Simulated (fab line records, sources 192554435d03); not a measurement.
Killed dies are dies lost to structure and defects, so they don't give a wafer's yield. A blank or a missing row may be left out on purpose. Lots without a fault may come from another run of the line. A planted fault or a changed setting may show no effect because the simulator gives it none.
Split-lot experiment | flow n5_finfet | 7 lots, 21 wafers read, on a route of 1938 steps

THE SPLIT
At N5_GATE_CUT_COAT_34 (time 60 s, resist thk 60 nm), the setting spin_rpm was moved away from the recipe's 1500 rpm on 4 of the 21 wafers read, by -6.7% to +5.3%. The other wafers ran this setting at the recipe's value.

FROM THE SPLIT TO THE READING: what the file shows between them, 4 steps
- N5_GATE_CUT_COAT_35: time 60 s, resist thk 10 nm
- N5_GATE_CUT_COAT_27: time 60 s, resist thk 10 nm
- N5_GATE_CUT_ETCH_28: etches underlayer in N2/H2, target depth 13 nm, time 10.4 s
- N5_GATE_CUT_ETCH_36: etches SiARC in CF4, target depth 13 nm, time 21.7 s

THE READING
etch.depth_nm (the simulator's own value, which no gauge read), in nm, at N5_GATE_CUT_ETCH_37 (etches SOC in N2/H2, target depth 60 nm, overetch 12 nm, time 90 s). The file gives no usual value for it. The 17 wafers here that ran the recipe average 60.07 nm, standard deviation 0.22 nm.

wafer  | tool, chamber at the split | spin_rpm as run, rpm | against the recipe | etch.depth_nm, nm | against lot-mates on the recipe
L074.4 | litho_track-01, 0          | 1500                 | recipe             | 60.52             | -
L074.5 | litho_track-01, 0          | 1500                 | recipe             | 60.43             | -
L074.6 | litho_track-01, 0          | 1500                 | recipe             | 60.28             | -
L075.2 | litho_track-01, 0          | 1580                 | +5.3%              | 58.24             | -1.47
L075.4 | litho_track-01, 0          | 1500                 | recipe             | 59.71             | -
L075.6 | litho_track-01, 0          | 1580                 | +5.3%              | 58.39             | -1.32
L078.2 | litho_track-01, 0          | 1399                 | -6.7%              | 62.06             | +2.05
L078.3 | litho_track-01, 0          | 1500                 | recipe             | 60.01             | -
L078.5 | litho_track-01, 0          | 1399                 | -6.7%              | 61.92             | +1.91
L080.4 | litho_track-02, 0          | 1500                 | recipe             | 60.09             | -
L080.5 | litho_track-02, 0          | 1500                 | recipe             | 60.18             | -
L080.6 | litho_track-02, 0          | 1500                 | recipe             | 60.29             | -
L083.2 | litho_track-05, 0          | 1500                 | recipe             | 59.86             | -
L083.3 | litho_track-05, 0          | 1500                 | recipe             | 59.86             | -
L083.4 | litho_track-05, 0          | 1500                 | recipe             | 59.83             | -
L085.2 | litho_track-01, 0          | 1500                 | recipe             | 60.24             | -
L085.3 | litho_track-01, 0          | 1500                 | recipe             | 60.16             | -
L085.4 | litho_track-01, 0          | 1500                 | recipe             | 59.91             | -
L086.3 | litho_track-01, 0          | 1500                 | recipe             | 59.93             | -
L086.5 | litho_track-01, 0          | 1500                 | recipe             | 60.05             | -
L086.6 | litho_track-01, 0          | 1500                 | recipe             | 59.89             | -

THE FIT
A straight line over all 21 wafers: etch.depth_nm changes by -0.303 nm for each +1% of spin_rpm; r = -0.97; the points scatter about the line by 0.22 nm.
The same after taking each lot's own level away (the mean of its wafers on the recipe; 21 wafers): -0.281 nm for each +1%; r = -0.99; scatter 0.096 nm.
On that fit, the largest move of spin_rpm shifts the reading by 1.9 nm.
The lots' own levels span 59.710 to 60.410 nm, that is 3.2 times the standard deviation above.
So the lot-to-lot level changes the slope little: the two slopes agree.
Check: with one of the wafers moved furthest among these (-6.7%) left out of the fit, the line predicts +1.84 nm for it against its lot-mates. It came out at +2.05 nm against them.

OTHER SPLITS ON THESE WAFERS
These wafers also went through other splits before the reading. Each is held against what the fit with the lots' levels taken away leaves over:
other split on the same wafers | wafers away from the commonest value | r with etch.depth_nm (lot level and that fit taken away)
N5_SDB_HM_DEP_00 time_s        | 6                                    | +0.21
N5_SDB_COAT_03 spin_rpm        | 13                                   | +0.11
N5_SDB_CUT_ETCH_26 icp_w       | 6                                    | -0.23
N5_SDB_ALD_29 ald_cycles       | 3                                    | +0.15

THE WHOLE CHAIN: every reading that the file lists as answering this split, in the file's order
step                | what it does                                                       | reading                                                                         | change (the file's fit)               | r (the file's)
N5_GATE_CUT_COAT_34 | time 60 s, resist thk 60 nm                                        | SOC_of_GATE_CUT_COAT_34.thk_nm (the simulator's own value, which no gauge read) | -0.291 nm for each +1% of the setting | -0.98
N5_GATE_CUT_ETCH_37 | etches SOC in N2/H2, target depth 60 nm, overetch 12 nm, time 90 s | etch.depth_nm (the simulator's own value, which no gauge read)                  | -0.281 nm for each +1% of the setting | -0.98

THE FILE'S OWN FIT
etch.depth_nm changes by -0.281 nm for each +1% of spin_rpm, r = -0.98.
